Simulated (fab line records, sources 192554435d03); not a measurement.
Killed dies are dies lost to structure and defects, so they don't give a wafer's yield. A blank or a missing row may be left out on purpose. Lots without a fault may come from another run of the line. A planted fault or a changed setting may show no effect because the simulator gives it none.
Chamber matching | flow n5_finfet | N5_GATE_CUT_HM_DEP_46 on pecvd-01: 3 sister chambers
The step deposits SiO2 from TEOS/O2, target thk 130 nm, time 26.6 s. 6 wafers are shown with their chamber, then 8 later ones without.

WAFERS WITH THEIR CHAMBER
wafer  | chamber | throttle_valve_pct (%) | showerhead_vpp_V (V)
L079.3 | 2       | 18.8                   | 1942
L079.6 | 1       | 20.1                   | 1776
L086.1 | 2       | 19.0                   | 1992
L086.2 | 0       | 18.3                   | 1900
L086.4 | 1       | 20.1                   | 1793
L090.2 | 0       | 18.3                   | 1907

WAFERS WITHOUT THEIR CHAMBER
wafer  | throttle_valve_pct (%) | showerhead_vpp_V (V)
L090.3 | 18.9                   | 1940
L090.4 | 20.0                   | 1782
L094.4 | 18.6                   | 1905
L094.5 | 19.8                   | 1806
L094.6 | 18.8                   | 1935
L096.1 | 18.7                   | 1888
L096.2 | 19.9                   | 1774
L096.4 | 18.5                   | 1923

WHICH CHAMBER EACH WENT THROUGH
wafer  | from the rows above     | in truth
L090.3 | 2                       | 2
L090.4 | 1                       | 1
L094.4 | can't be placed: 0 or 2 | 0
L094.5 | 1                       | 1
L094.6 | 2                       | 2
L096.1 | can't be placed: 2 or 0 | 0
L096.2 | 1                       | 1
L096.4 | 0                       | 0
Placed correctly: 6 of 8. Can't be placed from these rows: 2 (the true chamber is among the candidates in 2). Placed wrongly: 0.
How it was worked out, from the rows above alone: a wafer's distance from a chamber is the root of the sum, over the readings, of the square of ((its reading less the chamber's mean) divided by the reading's scatter). The wafer belongs to the nearest chamber; if the next one is less than 2 further off, it can't be placed. A chamber's mean is the mean of its shown wafers. The scatter: the root of (the sum of the squares of (reading less its chamber's mean) over the shown wafers, divided by (wafers less chambers)).
